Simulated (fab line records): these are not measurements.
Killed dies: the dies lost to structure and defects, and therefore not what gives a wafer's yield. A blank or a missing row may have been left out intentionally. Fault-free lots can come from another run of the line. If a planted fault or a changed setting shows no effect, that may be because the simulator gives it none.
The tool behind it: which one? -- flow nand harc -- 36 wafers from 12 lots sampled at 5 of the route's 1159 steps

== WHAT THE GAUGES SHOWED, per wafer ==
NHARC_END_SORT_01. Usual: killed at array 29, standard deviation 11; killed at other 0.6, standard deviation 0.92; killed at periphery 3.2, standard deviation 2; killed dies 33, standard deviation 11; killed open 3.2, standard deviation 2; killed short 1.9, standard deviation 1.5.
lot,measured,on,killed at array,killed at other,killed at periphery,killed dies,killed open,killed short,flag
L279,day 23 03:06,prober-01,12,1,0,13,4,0,
L284,day 24 11:34,prober-02,26 23 34,1 1 1,4 2 3,31 26 38,3 1 7,3 0 3,

== WHAT TOOL EACH LOT RAN ON (gives the tool, then ch and the chambers of the sampled wafers, and finally the start) ==
lot,NHARC_A_STAIRCASE_TRIM_193,NHARC_A_STAIRCASE_TRIM_220,NHARC_A_STAIRCASE_TRIM_226,NHARC_A_STAIRCASE_STRIP_238
L267,"rie diel-04 ch 1,2,3, day 11 14:22 or earlier","rie diel-04 ch 0,1,2, day 11 14:22","rie diel-04 ch 0,1,2, day 11 15:03","plasma asher-01 ch 0,1, day 11 16:35"
L266,"rie diel-11 ch 0,2, day 11 15:15 or earlier","rie diel-04 ch 0,1,3, day 11 15:15","rie diel-04 ch 0,1,3, day 11 16:10","plasma asher-02 ch 0,1, day 11 17:36"
L269,"rie diel-12 ch 2,3, day 12 01:53 or earlier","rie diel-11 ch 1,2, day 12 01:53","rie diel-11 ch 2,3, day 12 02:34","plasma asher-02 ch 0,1, day 12 04:05"
L270,"rie diel-04 ch 0,1,2, day 12 12:07 or earlier","rie diel-04 ch 0,2,3, day 12 12:07","rie diel-04 ch 0,2,3, day 12 12:50","plasma asher-02 ch 0,1, day 12 14:34"
L271,"rie diel-04 ch 2,3, day 12 17:35 or earlier","rie diel-11 ch 0,1,2, day 12 17:35","rie diel-11 ch 0,2,3, day 12 18:35","plasma asher-02 ch 0,1, day 12 20:21"
L276,"rie diel-04 ch 0,1, day 14 02:37 or earlier","rie diel-04 ch 1,3, day 14 02:37","rie diel-04 ch 1,2, day 14 03:19","plasma asher-02 ch 1, day 14 04:48"
L280,"rie diel-11 ch 0,1, day 14 19:53 or earlier","rie diel-04 ch 2,3, day 14 19:53","rie diel-04 ch 0,2, day 14 20:37","plasma asher-01 ch 0,1, day 14 22:22"
L279,"rie diel-11 ch 0,2,3, day 15 01:01 or earlier","rie diel-04 ch 0,1,2, day 15 01:01","rie diel-04 ch 0,2,3, day 15 01:47","plasma asher-02 ch 0, day 15 03:10"
L284,"rie diel-11 ch 1,3, day 15 18:11 or earlier","rie diel-11 ch 1,3, day 15 18:11","rie diel-11 ch 1,2, day 15 18:53","plasma asher-01 ch 0,1, day 15 20:18"
L285,"rie diel-12 ch 0,1, day 15 19:41 or earlier","rie diel-12 ch 1,2, day 15 19:41","rie diel-12 ch 2,3, day 15 20:23","plasma asher-02 ch 0, day 15 22:08"
L283,"rie diel-11 ch 0,1,3, day 16 00:55 or earlier","rie diel-11 ch 1,2, day 16 00:55","rie diel-11 ch 1,3, day 16 01:49","plasma asher-01 ch 0,1, day 16 03:22"
L286,"rie diel-11 ch 0,1,2, day 17 03:03 or earlier","rie diel-11 ch 0,1,3, day 17 03:03","rie diel-11 ch 0,2,3, day 17 04:28","plasma asher-01 ch 0,1, day 17 06:09"
- NHARC_A_STAIRCASE_TRIM_193: chemistry O2, time 211.2 s.
- NHARC_A_STAIRCASE_TRIM_220: chemistry O2, time 211.2 s.
- NHARC_A_STAIRCASE_TRIM_226: chemistry O2, time 211.2 s.
- NHARC_A_STAIRCASE_STRIP_238: strips in O2.

== WHAT THE TOOLS THEMSELVES READ (means of the sampled wafers that have a number; where no wafer has one, the mark that the record gives instead) ==
NHARC_A_STAIRCASE_TRIM_193. Usual: drypump motor current A 5.6 A, standard deviation 0.52; oes product au 1.002 a.u., standard deviation 0.0079; rf vpp V 57.8 V, standard deviation 0.89; showerhead plenum p Torr 3.51 Torr, standard deviation 0.16; throttle valve pct 17.035 %, standard deviation 0.0098.
lot,tool,drypump motor current A (A),oes product au (a.u.),rf vpp V (V),showerhead plenum p Torr (Torr),throttle valve pct (%),flag
L267,rie diel-04,5.7,1.005,57.6,3.51,17.045,
L266,rie diel-11,5.0,1.010,58.2,3.43,17.036,
L269,rie diel-12,5.9,1.002,58.2,3.57,17.036,
L270,rie diel-04,5.6,0.998,57.8,3.39,17.029,
L271,rie diel-04,5.6,0.994,57.1,3.52,17.036,
L276,rie diel-04,5.8,1.009,57.2,3.37,17.040,
L280,rie diel-11,5.5,1.010,57.4,3.31,17.033,
L279,rie diel-11,5.3,1.014,58.2,3.57,17.027,
L284,rie diel-11,6.0,1.009,57.4,3.61,17.034,
L285,rie diel-12,5.2,1.001,57.5,3.40,17.039,
L283,rie diel-11,5.8,1.003,58.1,3.45,17.022,
L286,rie diel-11,5.4,0.998,58.7,3.61,17.034,

NHARC_A_STAIRCASE_TRIM_220. Usual: drypump motor current A 5.6 A, standard deviation 0.52; oes product au 1.002 a.u., standard deviation 0.0069; rf vpp V 57.7 V, standard deviation 0.91; showerhead plenum p Torr 3.48 Torr, standard deviation 0.15; throttle valve pct 17.036 %, standard deviation 0.009.
lot,tool,drypump motor current A (A),oes product au (a.u.),rf vpp V (V),showerhead plenum p Torr (Torr),throttle valve pct (%),flag
L267,rie diel-04,5.7,0.998,58.6,3.40,17.030,
L266,rie diel-04,5.5,1.001,57.5,3.47,17.039,
L269,rie diel-11,5.3,1.002,57.7,3.59,17.036,
L270,rie diel-04,5.3,1.004,57.8,3.48,17.040,
L271,rie diel-11,5.4,1.004,57.5,3.45,17.037,
L276,rie diel-04,5.6,1.000,58.8,3.57,17.030,
L280,rie diel-04,5.6,1.005,57.5,3.51,17.035,
L279,rie diel-04,5.7,0.997,57.3,3.38,17.026,
L284,rie diel-11,6.3,1.007,58.0,3.48,17.047,
L285,rie diel-12,5.3,0.996,57.1,3.40,17.034,
L283,rie diel-11,5.4,1.004,57.5,3.57,17.038,
L286,rie diel-11,5.8,1.007,59.0,3.63,17.038,

NHARC_A_STAIRCASE_TRIM_226. Usual: drypump motor current A 5.6 A, standard deviation 0.51; oes product au 1.001 a.u., standard deviation 0.0082; rf vpp V 57.6 V, standard deviation 0.9; showerhead plenum p Torr 3.48 Torr, standard deviation 0.16; throttle valve pct 17.036 %, standard deviation 0.0092.
lot,tool,drypump motor current A (A),oes product au (a.u.),rf vpp V (V),showerhead plenum p Torr (Torr),throttle valve pct (%),flag
L267,rie diel-04,5.6,1.005,57.4,3.40,17.033,
L266,rie diel-04,5.5,1.003,57.3,3.47,17.043,
L269,rie diel-11,5.2,1.007,58.2,3.71,17.041,
L270,rie diel-04,5.3,0.999,58.1,3.48,17.031,
L271,rie diel-11,5.3,0.999,58.2,3.58,17.037,
L276,rie diel-04,6.0,1.000,57.8,3.42,17.029,
L280,rie diel-04,5.2,1.199,57.2,3.36,17.029,OFF
L279,rie diel-04,5.3,1.199,57.3,3.47,17.042,OFF
L284,rie diel-11,5.8,1.005,57.5,3.45,17.041,
L285,rie diel-12,5.9,0.993,58.2,3.60,17.022,
L283,rie diel-11,6.3,1.019,57.2,3.47,17.028,
L286,rie diel-11,5.3,0.999,58.1,3.74,17.038,

NHARC_A_STAIRCASE_STRIP_238. Usual: drypump motor current A 5.4 A, standard deviation 0.38; heater power w 315 W, standard deviation 13.
lot,tool,drypump motor current A (A),heater power w (W),flag
L267,plasma asher-01,5.2,301,
L266,plasma asher-02,5.6,319,
L269,plasma asher-02,5.6,324,
L270,plasma asher-02,5.6,319,
L271,plasma asher-02,5.3,317,
L276,plasma asher-02,5.1,310,
L280,plasma asher-01,5.1,306,
L279,plasma asher-02,5.8,328,
L284,plasma asher-01,5.4,312,
L285,plasma asher-02,5.9,330,
L283,plasma asher-01,5.4,304,
L286,plasma asher-01,5.2,299,

== THE ANSWER, worked out from the rows above alone ==
Rule: take the mean of a lot's wafers that have a number; if it is more than 3 standard deviations from the usual mean, the lot is off. Also off: a lot with no number at a reading for which 4 or more lots have one. Any other lot the step has rows for is counted as sound. The gauges are gone through in route order, then the tools' own readings, and for those a lot's mean is taken as printed above. The first step at which some lot is off is used, and at that step the reading that is off furthest; a lot without a number counts as furthest.
Off, at NHARC_A_STAIRCASE_TRIM_226 on oes product au: L280, L279.
If a tool, at that step or one of the process steps before it, ran each lot that is off and ran no sound lot following the first of them, it fits. NHARC_A_STAIRCASE_TRIM_193: start missing for some lots; hours and lot order therefore follow NHARC_A_STAIRCASE_TRIM_220. One fits: NHARC_A_STAIRCASE_TRIM_220 and NHARC_A_STAIRCASE_TRIM_226 on rie diel-04. At NHARC_A_STAIRCASE_TRIM_220 its last sound lot is L276 (day 14 02:37), its first lot that is off L280 (day 14 19:53): a fault that began between those two fits.

== WHAT HAD BEEN PUT IN BY THE SIMULATOR ==
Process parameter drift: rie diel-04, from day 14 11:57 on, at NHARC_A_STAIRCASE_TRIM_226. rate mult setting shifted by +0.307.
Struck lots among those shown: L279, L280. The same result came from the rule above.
